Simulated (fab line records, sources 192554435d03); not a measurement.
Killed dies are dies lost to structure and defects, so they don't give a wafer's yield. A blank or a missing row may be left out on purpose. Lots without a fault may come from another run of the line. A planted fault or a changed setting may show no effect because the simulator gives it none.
fab line records | flow n5_finfet | part 2 of 2: steps 28 to 39 of 39
record lots=5 wafers=15 last_day=18
route steps=1938 shown STI_FIN_REVEAL@196 DUMMY_GATE@212
lots that met no fault: from a run of the same line without faults
start_h: hours from the record's first day to the start of the lot's first wafer shown | wait_h: hours since the lot's step before | " the same as in the row above | L1.1+2: a row that stands for several wafers | - no value, or no start given | * or withheld: withheld | < > ~ a bound
route shown NAME@n: a module of which the file shows steps, and the number in the route of the first | usual: mean/standard deviation of fault-free wafers | same: alike in all rows | chamber/n: place in a boat | sites: the reading at each site | _std_site: their standard deviation | _edge_site: outer sites' mean less inner sites' | radius_mm: how far each site lies from the wafer's centre | mask NAME#n: copy n | behind: the tool/chamber that last shaped the wafer | hold: why the lot was held/for how many hours/how that ended | device: the transistor (n, p or np) that didn't switch | end of line: the same wafers' tests at the end of the route | a step without rows: its recipe alone | killed: dies lost to structure and defects at the first sort, not the wafer's yield | map: a wafer's dies, x killed, . not, _ none there
set.NAME: the setting as run; set.NAME@STEP: as run at that earlier step | model.NAME: the simulator's own value behind a step, which no gauge read
lots at some steps of the route; a table a step, a row a wafer
services: from which hour (start_h, from the record's first day; less than 0 if before it) a tool's chamber was out of use, for how many hours, and why
## steps
# step N5_DUMMY_GATE_COAT_35
# recipe resist=SiARC temp_c=220 time_s=60 spin_rpm=1500 resist_thk_nm=10
# usual spin_speed_rpm=1500.1/0.79
# columns lot.wafer tool chamber start_h wait_h spin_speed_rpm
L075.2 litho_track-03 0 - - 1500.2
L075.3 " 0 " " 1499.3
L075.4 " 0 " " 1499.5
L080.2 litho_track-03 0 - - 1500.0
L080.4 " 0 " " 1501.5
L080.6 " 0 " " 1500.0
L081.2 litho_track-03 0 - - 1499.7
L081.3 " 0 " " 1500.0
L081.5 " 0 " " 1499.3
L085.2 litho_track-04 0 - - 1499.6
L085.3 " 0 " " 1499.9
L085.5 " 0 " " 1499.9
L093.1 litho_track-04 0 - - 1499.7
L093.2 " 0 " " 1499.6
L093.5 " 0 " " 1498.4
# step N5_DUMMY_GATE_COAT_28
# recipe resist=underlayer temp_c=205 time_s=60 spin_rpm=1500 resist_thk_nm=10
# usual spin_speed_rpm=1500.1/0.89
# columns lot.wafer tool chamber start_h wait_h spin_speed_rpm
L075.2 litho_track-03 0 - - 1499.9
L075.3 " 0 " " 1498.9
L075.4 " 0 " " 1499.7
L080.2 litho_track-03 0 - - 1500.7
L080.4 " 0 " " 1501.7
L080.6 " 0 " " 1501.6
L081.2 litho_track-03 0 - - 1498.8
L081.3 " 0 " " 1500.4
L081.5 " 0 " " 1498.5
L085.2 litho_track-04 0 - - 1500.8
L085.3 " 0 " " 1499.3
L085.5 " 0 " " 1501.1
L093.1 litho_track-04 0 - - 1500.6
L093.2 " 0 " " 1500.7
L093.5 " 0 " " 1500.3
# step N5_DUMMY_GATE_COAT_09
# recipe resist=CAR-EUV spin_rpm=1500 resist_thk_nm=30
# usual spin_speed_rpm=1500.1/0.96
# columns lot.wafer tool chamber start_h wait_h spin_speed_rpm
L075.2 litho_track-03 0 - - 1499.8
L075.3 " 0 " " 1501.0
L075.4 " 0 " " 1501.5
L080.2 litho_track-03 0 - - 1501.3
L080.4 " 0 " " 1500.1
L080.6 " 0 " " 1499.9
L081.2 litho_track-03 0 - - 1499.9
L081.3 " 0 " " 1499.9
L081.5 " 0 " " 1500.5
L085.2 litho_track-04 0 - - 1499.5
L085.3 " 0 " " 1499.3
L085.5 " 0 " " 1498.3
L093.1 litho_track-04 0 - - 1501.1
L093.2 " 0 " " 1502.3
L093.5 " 0 " " 1501.2
# step N5_DUMMY_GATE_EBR_11
# recipe solvent=PGMEA ebr_width_mm=1.5
# same ebr_width_mm=1.5
# columns lot.wafer tool chamber start_h wait_h
L075.2+3+4 litho_track-03 0 - -
L080.2+4+6 litho_track-03 0 - -
L081.2+3+5 litho_track-03 0 - -
L085.2+3+5 litho_track-04 0 - -
L093.1+2+5 litho_track-04 0 - -
# step N5_DUMMY_GATE_SOFTBAKE_10
# recipe temp_c=110 time_s=60 resist=CAR-EUV
# columns lot.wafer tool chamber start_h wait_h
L075.2+3+4 litho_track-03 0 - -
L080.2+4+6 litho_track-03 0 - -
L081.2+3+5 litho_track-03 0 - -
L085.2+3+5 litho_track-04 0 - -
L093.1+2+5 litho_track-04 0 - -
# step N5_DUMMY_GATE_EXPOSE_12
# recipe mask_id=GATE na=0.33 source_shape=annular sigma_inner=0.2 sigma_outer=0.6 polarization=unpolarized target_cd_nm=25 dose_mj=34
# columns lot.wafer tool chamber start_h wait_h mask
L075.2+3+4 euv_scanner-01 0 50.36 - GATE#0
L080.2+4+6 euv_scanner-02 0 82.27 - GATE#0
L081.2+3+5 euv_scanner-01 0 87.61 - GATE#0
L085.2+3+5 euv_scanner-02 0 115.58 - GATE#0
L093.1+2+5 euv_scanner-02 0 164.03 - GATE#0
# step N5_DUMMY_GATE_PEB_13
# recipe peb_temp_c=100 peb_time_s=60 resist=CAR-EUV
# columns lot.wafer tool chamber start_h wait_h
L075.2+3+4 litho_track-02 0 50.42 0.0
L080.2+4+6 litho_track-03 0 82.33 0.0
L081.2+3+5 litho_track-02 0 87.67 0.0
L085.2+3+5 litho_track-03 0 115.63 0.0
L093.1+2+5 litho_track-04 0 164.09 0.1
# step N5_DUMMY_GATE_DEVELOP_14
# recipe develop_time_s=30 developer=TMAH resist=CAR-EUV rinse_liquid=surfactant_rinse dry=air_spin dev_temp_c=23
# columns lot.wafer tool chamber start_h wait_h
L075.2+3+4 litho_track-02 0 - -
L080.2+4+6 litho_track-03 0 - -
L081.2+3+5 litho_track-02 0 - -
L085.2+3+5 litho_track-03 0 - -
L093.1+2+5 litho_track-04 0 - -
# step N5_DUMMY_GATE_CD_MEAS_15
# recipe target_cd_nm=25.8 landing_energy_ev=500 detector=se_inlens
# usual cd_nm=24.99/0.2
# columns lot.wafer tool chamber start_h wait_h cd_nm
L075.2 cd_sem-02 0 50.49 - 24.90
L075.3 " 0 " " 24.85
L075.4 " 0 " " 24.88
L080.2 cd_sem-02 0 82.39 - 24.57
L080.4 " 0 " " 24.89
L080.6 " 0 " " 24.76
L081.2 cd_sem-01 0 87.74 - 25.41
L081.3 " 0 " " 25.07
L081.5 " 0 " " 25.17
L085.2 cd_sem-01 0 115.70 - 25.08
L085.3 " 0 " " 24.57
L085.5 " 0 " " 25.24
L093.1 cd_sem-03 0 164.15 - 25.13
L093.2 " 0 " " 24.91
L093.5 " 0 " " 24.98
# step N5_DUMMY_GATE_OVL_MEAS_16
# recipe points_per_wafer=522
# usual GATE_OVL=0.0/0.61
# columns lot.wafer tool chamber start_h wait_h GATE_OVL[nm]
L075.2 overlay-02 0 50.53 0.0 0.5
L075.3 " 0 " " 0.7
L075.4 " 0 " " 0.5
L080.2 overlay-02 0 82.44 0.0 1.3
L080.4 " 0 " " 1.1
L080.6 " 0 " " 0.4
L081.2 overlay-02 0 87.78 0.0 0.1
L081.3 " 0 " " -0.5
L081.5 " 0 " " 0.1
L085.2 overlay-01 0 115.74 0.0 0.9
L085.3 " 0 " " -0.5
L085.5 " 0 " " -0.2
L093.1 overlay-02 0 164.19 0.0 -0.2
L093.2 " 0 " " -0.2
L093.5 " 0 " " -1.1
# step N5_DUMMY_GATE_INSPECT_17
# recipe mode=adi inspect_instrument=brightfield
# usual raw_defect_count=184/55
# columns lot.wafer tool chamber start_h wait_h raw_defect_count
L075.2 defect_inspect-02 - 50.58 0.0 73
L075.3 " - " " 132
L075.4 " - " " 101
L080.2 defect_inspect-01 - 82.49 0.0 170
L080.4 " - " " 90
L080.6 " - " " 135
L081.2 defect_inspect-01 - 87.83 0.0 186
L081.3 " - " " 249
L081.5 " - " " 230
L085.2 defect_inspect-01 - 115.79 0.0 199
L085.3 " - " " 179
L085.5 " - " " 168
L093.1 defect_inspect-02 - 164.25 0.1 273
L093.2 " - " " 150
L093.5 " - " " 155
# step N5_DUMMY_GATE_DESCUM_20
# recipe chemistry=O2 time_s=6.2 source_power_w=50 bias_power_w=20 pressure_mtorr=20 rf_frequency_hz=2.712e+07 temp_c=40 resist=CAR-EUV o2_flow_sccm=225
# usual drypump_motor_current_A=5.7/0.34 oes_product_au=0.77/0.071 rf_vpp_V=243.0/1.5 showerhead_plenum_p_Torr=2.09/0.084 throttle_valve_pct=20.48/0.23
# columns lot.wafer tool chamber start_h wait_h drypump_motor_current_A oes_product_au rf_hours_counter_h rf_vpp_V showerhead_plenum_p_Torr throttle_valve_pct
L075.2 rie_diel-05 0 50.62 0.0 6.2 0.77 128 243.6 2.10 20.31
L075.3 " 3 " " 5.6 0.69 232 241.1 2.06 20.50
L075.4 " 2 " " 6.0 0.74 165 245.3 2.18 20.19
L080.2 rie_diel-05 0 82.52 0.0 6.2 0.76 133 243.5 2.09 20.32
L080.4 " 2 " " 6.1 0.74 - 245.4 2.17 20.19
L080.6 " 3 " " 5.6 0.69 - 244.4 2.06 20.52
L081.2 rie_diel-06 1 87.87 0.0 5.9 0.78 108 239.8 1.95 20.89
L081.3 " 2 " " 5.9 0.75 137 241.9 2.02 20.75
L081.5 " 2 " " 5.8 0.75 - 241.7 2.02 20.75
L085.2 rie_diel-02 2 115.83 0.0 5.5 0.81 90 241.1 2.03 20.29
L085.3 " 1 " " 6.3 0.82 80 244.2 2.21 20.79
L085.5 " 0 " " 5.4 0.71 - 244.7 2.15 20.39
L093.1 rie_diel-05 2 164.29 0.0 6.0 0.71 200 243.9 2.16 20.23
L093.2 " 0 " " 6.2 0.73 158 242.6 2.08 20.36
L093.5 " 2 " " 6.0 0.71 - 243.0 2.16 20.22
## services
# columns tool chamber start_h hours kind
lpcvd-01 - 18.59 0.2 repair
wet_bench-04 - 19.23 2.3 repair
ald_sin-03 - 21.89 0.8 repair
ald_sin-03 2 24.61 2.6 repair
plasma_asher-01 - 26.59 6.9 repair
euv_scanner-01 - 30.32 5.8 pm
cmp-04 - 34.95 0.3 repair
euv_scanner-02 - 36.10 1.0 pm
euv_scanner-01 - 40.77 1.0 pm
pecvd-03 - 45.86 1.1 repair
cmp-04 - 47.08 4.0 pm
rie_diel-05 0 56.42 14.8 repair
wet_bench-06 - 77.45 4.2 repair
euv_scanner-02 - 92.07 1.0 pm
vapor_etch-02 - 107.69 2.8 pm
wet_bench-03 - 111.25 1.9 pm
wet_bench-06 - 131.00 1.9 repair
cmp-04 - 134.97 0.8 repair
wet_bench-01 - 136.52 1.8 repair
cmp-04 - 145.28 1.4 repair
euv_scanner-02 - 148.22 1.0 pm
wet_bench-04 - 151.63 1.1 repair
plasma_asher-02 - 160.82 2.8 pm
wet_bench-05 - 163.37 1.3 repair
